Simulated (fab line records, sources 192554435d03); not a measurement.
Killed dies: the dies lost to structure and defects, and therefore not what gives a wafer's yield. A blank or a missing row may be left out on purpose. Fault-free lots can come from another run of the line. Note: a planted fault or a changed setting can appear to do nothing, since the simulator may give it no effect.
fab line records	flow n5Finfet
record lots=6	wafers=18	lastDay=16
route steps=1938 shown BEOL_M1@818 BEOL_M4@1111 PASSIVATION@1936
lots that met no fault: from a run of the same line without faults
startH: hours from the record's opening day to when the first of the lot's shown wafers began	waitH: hours elapsed since this lot's preceding step	" repeats the value in the row above	L1.1+2: a single row standing in for several wafers	- value missing, or start not given	* or withheld: withheld	< > ~ a bound
route shown NAME@n: names a module that has steps shown in the file, with the first one's number in the route	usual: mean and standard deviation over wafers with no fault	same: alike in all rows	chamber/n: place in a boat	sites: each site's reading	_std_site: standard deviation of those values	_edge_site: inner sites' mean taken away from outer sites' mean	radiusMm: for every site, how far away it sits from the centre of the wafer	mask NAME#n: copy n	behind: the tool/chamber that last shaped the wafer	hold: what put the lot on hold/how long, in hours/how the hold closed	device: whichever transistor did not switch (one of n, p or np)	end of line: at the end of the route, the tests of the same wafers	where a step has no rows: the recipe by itself	killed: at the first sort, the dies lost to defects and structure; wafer yield is something else	map: a wafer's dies, marking killed ones x, the rest . and places with no die _
set.NAME: setting as actually run; set.NAME@STEP: the setting as run at that earlier step	model.NAME: the simulator's own value behind a step, which no gauge read
lots seen at some steps along the route; tables by step, rows by wafer
services: the hour from which a tool's chamber was out of use, counted from the record's first day as startH (under 0 if before that day), plus the number of hours and why
## steps
# step N5_BEOL_M1_SPUTTER_81
# recipe material=Cu	targetThkA=45	tempC=-20	chamberPressurePa=0.07	powerW=withheld	timeS=8.29
# usual chamberPressurePa=0.07001/0.00015	chuckGasFlowSccm=1.25/0.051	chuckSensorTempC=-16.1/0.31	throttleValvePct=30.1/1.2
lot.wafer	tool	chamber	startH	waitH	chamberPressurePa	chuckGasFlowSccm	chuckSensorTempC	throttleValvePct
L180.2	pvdSputter-01	-	139.79	0.1	0.06982	1.19	-16.1	30.6
L180.4	"	-	"	"	0.07013	1.29	-16.3	28.1
L180.6	"	-	"	"	0.07023	1.32	-16.1	28.9
L181.2	pvdSputter-01	-	152.63	0.1	0.07018	1.25	-15.7	31.4
L181.3	"	-	"	"	0.0699	1.24	-16.2	29.2
L181.6	"	-	"	"	0.07003	1.28	-15.6	31.7
L182.2	pvdSputter-02	-	155.55	0.1	0.06983	1.35	-15.9	30.9
L182.4	"	-	"	"	0.06972	1.24	-16.1	30.8
L182.6	"	-	"	"	0.07006	1.17	-16.4	31.0
L188.1	pvdSputter-01	-	184.11	0.1	0.07007	1.25	-16.4	27.9
L188.4	"	-	"	"	0.06994	1.31	-16.1	30.4
L188.5	"	-	"	"	0.07007	1.23	-15.6	31.6
L194.4	pvdSputter-01	-	227.52	0.1	0.0698	1.26	-16.0	29.2
L194.5	"	-	"	"	0.07	1.25	-15.4	31.7
L194.6	"	-	"	"	0.0699	1.32	-16.1	29.1
L195.2	pvdSputter-03	-	227.73	0.1	0.06981	1.17	-15.5	28.8
L195.3	"	-	"	"	0.07001	1.24	-15.8	30.6
L195.4	"	-	"	"	0.06982	1.30	-16.0	28.2
# step N5_BEOL_M1_ANNEAL_82
# recipe tempC=400	timeS=240	ambient=vacuum
# step N5_BEOL_M1_SPUTTER_86
# recipe material=Cu	targetThkA=45	tempC=-20	chamberPressurePa=0.07	powerW=withheld	timeS=8.29
# step N5_BEOL_M1_ANNEAL_87
# recipe tempC=400	timeS=240	ambient=vacuum
# step N5_BEOL_M1_SPUTTER_88
# recipe material=Cu	targetThkA=45	tempC=-20	chamberPressurePa=0.07	powerW=withheld	timeS=8.29
# step N5_BEOL_M1_ANNEAL_89
# recipe tempC=400	timeS=240	ambient=vacuum
# usual heaterPowerW=854/76
lot.wafer	tool	chamber	startH	waitH	heaterPowerW
L180.2	pvdSputter-01	-	140.31	0.0	747
L180.4	"	-	"	"	941
L180.6	"	-	"	"	985
L181.2	pvdSputter-01	-	153.15	0.0	793
L181.3	"	-	"	"	936
L181.6	"	-	"	"	815
L182.2	pvdSputter-02	-	156.07	0.0	874
L182.4	"	-	"	"	895
L182.6	"	-	"	"	864
L188.1	pvdSputter-01	-	184.63	0.0	926
L188.4	"	-	"	"	720
L188.5	"	-	"	"	806
L194.4	pvdSputter-01	-	228.04	0.0	954
L194.5	"	-	"	"	795
L194.6	"	-	"	"	953
L195.2	pvdSputter-03	-	228.25	0.0	804
L195.3	"	-	"	"	878
L195.4	"	-	"	"	845
# step N5_BEOL_M1_SPUTTER_90
# recipe material=Cu	targetThkA=45	tempC=-20	chamberPressurePa=0.07	powerW=withheld	timeS=8.29
# step N5_BEOL_M1_ANNEAL_91
# recipe tempC=400	timeS=240	ambient=vacuum
# usual heaterPowerW=850/73
lot.wafer	tool	chamber	startH	waitH	heaterPowerW
L180.2	pvdSputter-01	-	140.53	0.0	720
L180.4	"	-	"	"	946
L180.6	"	-	"	"	948
L181.2	pvdSputter-01	-	153.37	0.0	802
L181.3	"	-	"	"	946
L181.6	"	-	"	"	791
L182.2	pvdSputter-02	-	156.29	0.0	891
L182.4	"	-	"	"	917
L182.6	"	-	"	"	820
L188.1	pvdSputter-01	-	184.85	0.0	907
L188.4	"	-	"	"	749
L188.5	"	-	"	"	789
L194.4	pvdSputter-01	-	228.26	0.0	940
L194.5	"	-	"	"	795
L194.6	"	-	"	"	946
L195.2	pvdSputter-03	-	228.47	0.0	800
L195.3	"	-	"	"	884
L195.4	"	-	"	"	866
# step N5_BEOL_M1_SPUTTER_92
# recipe material=Cu	targetThkA=45	tempC=-20	chamberPressurePa=0.07	powerW=withheld	timeS=8.29
# usual chamberPressurePa=0.06998/0.00014	chuckGasFlowSccm=1.26/0.053	chuckSensorTempC=-16.0/0.33	throttleValvePct=30.1/1.2
lot.wafer	tool	chamber	startH	waitH	chamberPressurePa	chuckGasFlowSccm	chuckSensorTempC	throttleValvePct
L180.2	pvdSputter-01	-	140.67	0.1	0.07015	1.38	-16.0	30.4
L180.4	"	-	"	"	0.06997	1.27	-16.5	28.2
L180.6	"	-	"	"	0.06999	1.21	-16.1	29.0
L181.2	pvdSputter-01	-	153.51	0.1	0.07006	1.26	-15.6	31.7
L181.3	"	-	"	"	0.07024	1.27	-16.1	28.9
L181.6	"	-	"	"	0.06995	1.28	-15.6	31.7
L182.2	pvdSputter-02	-	156.43	0.1	0.07022	1.26	-15.9	31.0
L182.4	"	-	"	"	0.06997	1.34	-15.8	31.0
L182.6	"	-	"	"	0.07014	1.30	-16.6	30.8
L188.1	pvdSputter-01	-	184.99	0.1	0.07004	1.22	-16.6	28.2
L188.4	"	-	"	"	0.07005	1.22	-16.3	30.3
L188.5	"	-	"	"	0.06984	1.33	-15.4	31.4
L194.4	pvdSputter-01	-	228.40	0.1	0.06998	1.21	-16.2	29.2
L194.5	"	-	"	"	0.07007	1.35	-15.7	31.7
L194.6	"	-	"	"	0.06997	1.25	-15.9	29.0
L195.2	pvdSputter-03	-	228.61	0.1	0.06997	1.32	-15.4	28.7
L195.3	"	-	"	"	0.06971	1.39	-15.8	30.7
L195.4	"	-	"	"	0.06986	1.22	-16.1	28.3
# step N5_BEOL_M1_ANNEAL_93
# recipe tempC=400	timeS=240	ambient=vacuum
# step N5_BEOL_M1_SPUTTER_94
# recipe material=Cu	targetThkA=45	tempC=-20	chamberPressurePa=0.07	powerW=withheld	timeS=8.29
# step N5_BEOL_M1_ANNEAL_95
# recipe tempC=400	timeS=240	ambient=vacuum
# usual heaterPowerW=850/73
lot.wafer	tool	chamber	startH	waitH	heaterPowerW
L180.2	pvdSputter-01	-	140.97	0.0	743
L180.4	"	-	"	"	961
L180.6	"	-	"	"	938
L181.2	pvdSputter-01	-	153.81	0.0	783
L181.3	"	-	"	"	932
L181.6	"	-	"	"	799
L182.2	pvdSputter-02	-	156.73	0.0	854
L182.4	"	-	"	"	917
L182.6	"	-	"	"	842
L188.1	pvdSputter-01	-	185.29	0.0	919
L188.4	"	-	"	"	734
L188.5	"	-	"	"	806
L194.4	pvdSputter-01	-	228.70	0.0	945
L194.5	"	-	"	"	769
L194.6	"	-	"	"	963
L195.2	pvdSputter-03	-	228.91	0.0	777
L195.3	"	-	"	"	894
L195.4	"	-	"	"	847
# step N5_BEOL_M1_SPUTTER_96
# recipe material=Cu	targetThkA=45	tempC=-20	chamberPressurePa=0.07	powerW=withheld	timeS=8.29
# usual chamberPressurePa=0.07001/0.00014	chuckGasFlowSccm=1.26/0.053	chuckSensorTempC=-16.1/0.31	throttleValvePct=30.1/1.2
lot.wafer	tool	chamber	startH	waitH	chamberPressurePa	chuckGasFlowSccm	chuckSensorTempC	throttleValvePct
L180.2	pvdSputter-01	-	141.11	0.1	0.07013	1.19	-16.2	30.6
L180.4	"	-	"	"	0.06994	1.26	-16.5	27.9
L180.6	"	-	"	"	0.06976	1.12	-16.0	29.2
L181.2	pvdSputter-01	-	153.95	0.1	0.07025	1.25	-15.7	31.8
L181.3	"	-	"	"	0.06989	1.24	-16.2	29.1
L181.6	"	-	"	"	0.07007	1.25	-15.7	31.6
L182.2	pvdSputter-02	-	156.87	0.1	0.06994	1.19	-15.9	31.0
L182.4	"	-	"	"	0.06997	1.29	-15.9	31.0
L182.6	"	-	"	"	0.06989	1.25	-16.4	31.3
L188.1	pvdSputter-01	-	185.43	0.1	0.07009	1.31	-16.6	27.8
L188.4	"	-	"	"	0.07007	1.26	-16.1	30.2
L188.5	"	-	"	"	0.06998	1.19	-15.3	31.8
L194.4	pvdSputter-01	-	228.84	0.1	-	-	-	-
L194.5	"	-	"	"	-	-	-	-
L194.6	"	-	"	"	-	-	-	-
L195.2	pvdSputter-03	-	229.05	0.1	-	-	-	-
L195.3	"	-	"	"	-	-	-	-
L195.4	"	-	"	"	-	-	-	-
# step N5_BEOL_M1_ECD_50
# recipe material=Cu	targetThkA=3000
# step N5_BEOL_M4_RC_MEAS_101
# usual DIBL_N=35.8/1.6	DIBL_P=36.0/2.1	IOFF_N=0.153/0.026	IOFF_P=0.21/0.037	ION_N=673/11	ION_P=462/7.6	SS_N=71.4/0.53	SS_P=73.2/0.67	VT_N=250/3.2	VT_P=-250/3.7
lot.wafer	tool	chamber	startH	waitH	DIBL_N[mV/V]	DIBL_P[mV/V]	IOFF_N[nA/um]	IOFF_P[nA/um]	ION_N[uA/um]	ION_P[uA/um]	SS_N[mV/dec]	SS_P[mV/dec]	VT_N[mV]	VT_P[mV]
L180.2	prober-02	0	177.56	0.2	35.8	35.8	0.133	0.18	665	453	71.3	73.3	255	-253
L180.4	"	0	"	"	37.1	38.2	0.170	0.22	684	465	71.9	73.8	249	-250
L180.6	"	0	"	"	36.7	37.8	0.159	0.20	675	462	71.5	73.6	251	-252
L181.2	prober-01	0	192.11	0.2	37.4	40.7	0.186	0.31	674	470	71.6	74.4	249	-242
L181.3	"	0	"	"	36.0	38.9	0.167	0.29	677	471	71.6	73.6	251	-242
L181.6	"	0	"	"	36.9	39.6	0.181	0.29	683	475	71.9	73.5	246	-242
L182.2	prober-02	0	192.38	0.2	36.0	35.3	0.145	0.19	670	461	71.0	73.7	253	-251
L182.4	"	0	"	"	35.1	34.7	0.123	0.18	667	449	70.8	72.5	254	-253
L182.6	"	0	"	"	37.2	36.9	0.149	0.22	669	461	71.7	73.1	254	-249
L188.1	prober-01	0	224.79	0.0	36.6	37.9	0.170	0.24	686	473	71.9	73.9	247	-249
L188.4	"	0	"	"	36.3	37.9	0.173	0.23	692	468	71.4	73.4	246	-249
L188.5	"	0	"	"	34.9	35.2	0.139	0.19	675	467	71.8	72.5	250	-251
L194.4	prober-01	0	269.09	0.5	34.7	34.5	0.133	0.19	666	459	71.5	72.3	257	-252
L194.5	"	0	"	"	34.2	34.7	0.123	0.19	672	464	71.8	72.3	256	-249
L194.6	"	0	"	"	35.7	36.5	0.150	0.22	663	470	71.8	73.2	253	-250
L195.2	prober-02	0	269.44	0.2	37.0	35.1	0.148	0.20	672	463	71.8	72.9	253	-249
L195.3	"	0	"	"	37.1	35.6	0.150	0.21	667	461	71.5	73.4	250	-252
L195.4	"	0	"	"	36.5	35.2	0.145	0.20	675	463	71.8	73.5	251	-249
# step N5_PASSIVATION_PROBE_49
# usual defectLimitedYield=91.3/1.5	killed_at_M0_to_M3=33/12	killed_at_M4_up=13/5.2	killedAtContacts=13/6.7	killedAtFrontEnd=40/11	killedAtOther=4.1/2.7	killedDies=103/17	killedOpen=69/13	killedShort=33/8.4	sort_bin_5_function=5.1/1	sort_bin_6_memory=3.2/0.62	sort_bin_8_speed=0.00/0.014	sortNPass=1077/17
# same grossDies=1180	killedAtBackSide=0	sort_bin_4_leakage[%]=0
lot.wafer	tool	chamber	startH	waitH	defectLimitedYield[%]	killed_at_M0_to_M3	killed_at_M4_up	killedAtContacts	killedAtFrontEnd	killedAtOther	killedDies	killedOpen	killedShort	sort_bin_5_function[%]	sort_bin_6_memory[%]	sort_bin_8_speed[%]	sortNPass
L180.2	prober-01	-	274.71	0.1	90.4	39	12	29	30	3	113	84	27	6.1	3.2	0	1067
L180.4	prober-01	-	274.81	0.2	93.9	26	7	8	30	1	72	45	24	3.6	2.0	0	1108
L180.6	prober-01	-	274.91	0.3	93.1	17	10	19	32	3	81	54	24	4.1	2.5	0	1099
L188.1	prober-01	-	325.48	0.0	90.6	32	11	20	43	5	111	70	40	5.8	3.1	0	1069
L188.4	prober-01	-	325.63	0.2	94.2	27	9	10	19	3	68	44	24	2.7	3.0	0	1112
L188.5	prober-01	-	325.68	0.2	91.5	33	10	7	47	3	100	62	37	4.9	2.9	0	1080
L195.2	prober-02	-	382.43	0.1	89.5	55	13	7	45	4	124	79	40	5.9	4.1	0	1056
L195.3	prober-02	-	382.48	0.1	88.0	68	9	9	53	3	142	86	43	6.9	4.7	0	1038
L195.4	prober-02	-	382.53	0.2	86.1	87	9	7	56	5	164	94	56	8.4	5.3	0	1016
L194.4	prober-02	-	383.16	0.2	91.1	43	9	18	34	1	105	66	35	5.3	3.5	0	1075
L194.5	prober-02	-	383.21	0.2	90.4	44	15	16	37	1	113	68	38	5.0	4.1	0.17	1067
L194.6	prober-02	-	383.26	0.3	93.3	36	5	11	27	0	79	49	20	3.7	2.8	0	1101
# killed by level:class
L180.2 MOL_CONTACT_COAG:geometricParticle:open=27 BEOL_M2:geometricParticle:open=12 FIN_SAQP:geometricParticle:open=8 BEOL_M3:geometricParticle:open=7 STI_FIN_REVEAL:geometricParticle:open=6 FIN_SAQP:geometricParticle:short=4 BEOL_M0_SAQP:geometricParticle:open=4 BEOL_M1:geometricParticle:open=4
L180.4 BEOL_M2:geometricParticle:open=9 FIN_SAQP:geometricParticle:short=7 FIN_SAQP:geometricParticle:open=6 MOL_CONTACT_COAG:geometricParticle:open=6 DUMMY_GATE:geometricParticle:open=5 BEOL_M0_SAQP:geometricParticle:open=5 GATE_CUT:geometricParticle:short=4 BEOL_M0_SAQP:geometricParticle:short=3
L180.6 MOL_CONTACT_COAG:geometricParticle:open=16 STI_FIN_REVEAL:geometricParticle:open=5 BEOL_M2:geometricParticle:open=5 STARTING-WAFER:geometricParticle:open=5 FIN_SAQP:geometricParticle:short=4 ILD0:geometricParticle:short=3 MOL_CONTACT_COAG:geometricParticle:short=3 BEOL_M0_SAQP:geometricParticle:short=3
L188.1 STI_FIN_REVEAL:geometricParticle:open=13 MOL_CONTACT_COAG:geometricParticle:open=13 BEOL_M2:geometricParticle:open=10 BEOL_M0_SAQP:geometricParticle:open=9 BEOL_M0_SAQP:geometricParticle:short=9 BEOL_M5:geometricParticle:open=8 MOL_CONTACT_COAG:geometricParticle:short=7 FIN_SAQP:geometricParticle:open=5
L188.4 BEOL_M0_SAQP:geometricParticle:open=10 BEOL_M0_SAQP:geometricParticle:short=8 MOL_CONTACT_COAG:geometricParticle:open=6 STI_FIN_REVEAL:geometricParticle:open=5 MOL_CONTACT_COAG:geometricParticle:short=4 BEOL_M4:geometricParticle:open=4 BEOL_M2:geometricParticle:open=3 BEOL_M5:geometricParticle:open=3
L188.5 STI_FIN_REVEAL:geometricParticle:open=12 BEOL_M0_SAQP:geometricParticle:short=11 FIN_SAQP:geometricParticle:short=8 BEOL_M2:geometricParticle:open=8 MOL_CONTACT_COAG:geometricParticle:open=7 BEOL_M0_SAQP:geometricParticle:open=6 FIN_SAQP:geometricParticle:open=5 GATE_CUT:geometricParticle:short=5
L195.2 BEOL_M0_SAQP:geometricParticle:open=18 STI_FIN_REVEAL:geometricParticle:open=12 BEOL_M2:geometricParticle:open=8 BEOL_M0_SAQP:geometricParticle:short=6 BEOL_M3:geometricParticle:open=6 MOL_CONTACT_COAG:geometricParticle:short=5 STARTING-WAFER:geometricParticle:open=5 STI_FIN_REVEAL:geometricParticle:short=4
L195.3 BEOL_M0_SAQP:geometricParticle:open=15 BEOL_M0_SAQP:geometricParticle:short=14 FIN_SAQP:geometricParticle:short=11 FIN_SAQP:geometricParticle:open=11 BEOL_M1:interfaceVoidOpened=11 BEOL_M3:geometricParticle:open=10 BEOL_M0:geometricParticle:open=7 STI_FIN_REVEAL:geometricParticle:open=7
L195.4 BEOL_M0_SAQP:geometricParticle:short=27 BEOL_M0_SAQP:geometricParticle:open=18 STI_FIN_REVEAL:geometricParticle:open=15 BEOL_M1:interfaceVoidOpened=11 FIN_SAQP:geometricParticle:short=10 BEOL_M3:geometricParticle:open=9 BEOL_M1:geometricParticle:open=8 DUMMY_GATE:geometricParticle:open=8
L194.4 MOL_CONTACT_COAG:geometricParticle:open=15 FIN_SAQP:geometricParticle:short=12 BEOL_M2:geometricParticle:open=9 BEOL_M0_SAQP:geometricParticle:short=8 BEOL_M3:geometricParticle:open=6 BEOL_M1:geometricParticle:open=5 FIN_SAQP:geometricParticle:open=4 STI_FIN_REVEAL:geometricParticle:open=4
L194.5 BEOL_M0_SAQP:geometricParticle:open=14 MOL_CONTACT_COAG:geometricParticle:open=12 BEOL_M0_SAQP:geometricParticle:short=12 STI_FIN_REVEAL:geometricParticle:open=8 STARTING-WAFER:geometricParticle:short=7 BEOL_M2:geometricParticle:open=6 FIN_SAQP:geometricParticle:open=5 BEOL_M4:geometricParticle:open=5
L194.6 MOL_CONTACT_COAG:geometricParticle:open=11 BEOL_M0_SAQP:geometricParticle:open=9 BEOL_M1:interfaceVoidOpened=9 FIN_SAQP:geometricParticle:open=8 STI_FIN_REVEAL:geometricParticle:open=7 BEOL_M2:geometricParticle:open=5 FIN_SAQP:geometricParticle:short=4 BEOL_M0_SAQP:geometricParticle:short=4
## services
tool	chamber	startH	hours	kind
pvdSputter-01	-	143.08	4.3	repair
## key
firstSign step=N5_BEOL_M1_SPUTTER_96	reading=toolRecord	direction=missing
effect none on later readings
metAt N5_BEOL_M1_SPUTTER_96
struckWafers L194.4,L194.5,L194.6,L195.2,L195.3,L195.4
onsetBetween 185.43 228.84
fault kind=skippedStepWhole	tool=pvdSputter-01,pvdSputter-03	chamber=-	onsetH=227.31	steps=N5_BEOL_M1_SPUTTER_96	scope=struckLotsOnly
